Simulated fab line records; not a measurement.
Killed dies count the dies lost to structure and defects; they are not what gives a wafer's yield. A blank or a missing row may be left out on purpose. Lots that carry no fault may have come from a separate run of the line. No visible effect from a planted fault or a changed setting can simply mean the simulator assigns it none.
2 desks, one fault ; flow nand harc ; each desk holds nothing but its own numbers, with what lay behind them at the end

## TOOL OWNER'S DESK, litho track-04
The tool's own readings at NHARC_A_M0_PEB_07 (peb time 65 s): means of the sampled wafers that have a number, for each lot that ran on this tool. The brackets show how far a lot's mean lies from the usual mean; more than 4 standard deviations puts the lot out of limits, marked OUT.
Columns: A = chill plate temp C at NHARC_A_M0_PEB_07, usual 22.97 C; B = heater power total W at NHARC_A_M0_PEB_07, usual 156.6 W; C = plate temp C at NHARC_A_M0_PEB_07, usual 99.99 C
lot;first seen here;A;B;C
L606;day 25 09:32;23.06;156.4;100.11
L610;day 27 01:16;22.98;153.6 (-7.1) OUT;98.62 (-12) OUT
L613;day 27 17:15;22.88;153.2 (-8.0) OUT;98.70 (-12) OUT
L620;day 30 18:28;22.98;156.5;100.00
L623;day 32 16:22;22.85;156.7;99.97
Finding of this desk: L610, L613 out of limits; the first was L610 at day 27 01:16, on heater power total W at NHARC_A_M0_PEB_07. L606, L620, L623 stayed within limits.

## THE METROLOGY DESK
What the gauges read for every lot (on any tool): the sampled wafers with a number, averaged. The brackets show how far a lot's mean lies from the usual mean; more than 4 standard deviations puts the lot out of limits, marked OUT.
Columns: A = cd nm at NHARC_A_M0_CD_MEAS_09, usual 80.2 nm; B = thk nm at NHARC_A_M0_THK_MEAS_24, usual 113.5 nm
lot;first seen here;A;B
L601;day 22 19:26;80.2;112.9
L606;day 25 09:37;80.0;111.8
L611;day 26 20:04;80.1;114.7
L610;day 27 01:20;74.8 (-9.9) OUT;115.0
L613;day 27 17:20;75.9 (-7.9) OUT;114.7
L616;day 29 08:08;80.2;112.9
L619;day 30 11:45;79.9;114.6
L620;day 30 18:33;79.9;113.2
L622;day 31 18:50;79.7;114.2
L624;day 32 15:26;80.0;114.0
L623;day 32 16:27;80.9;114.1
Finding of this desk: L610, L613 out of limits; the first was L610 at day 27 01:20, on cd nm at NHARC_A_M0_CD_MEAS_09. L601, L606, L611, L616, L619, L620, L622, L624, L623 stayed within limits.

## PUT TOGETHER
At day 27 01:16, on L610, L613, the tool owner's desk was in a position to raise an alarm.
L610, L613 would have let the metrology desk raise an alarm at day 27 01:20.
NHARC_A_M0_PEB_07 was run on litho track-04 by each of the lots named.

## WHAT THE SIMULATOR HAD INSERTED
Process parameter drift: litho track-04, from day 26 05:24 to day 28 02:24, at NHARC_A_M0_PEB_07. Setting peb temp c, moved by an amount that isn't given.
Struck lots among those shown: L610, L613.
Time in hours from fault onset to the first out-of-limits reading at each desk: tool owner's desk 20, metrology desk 20.
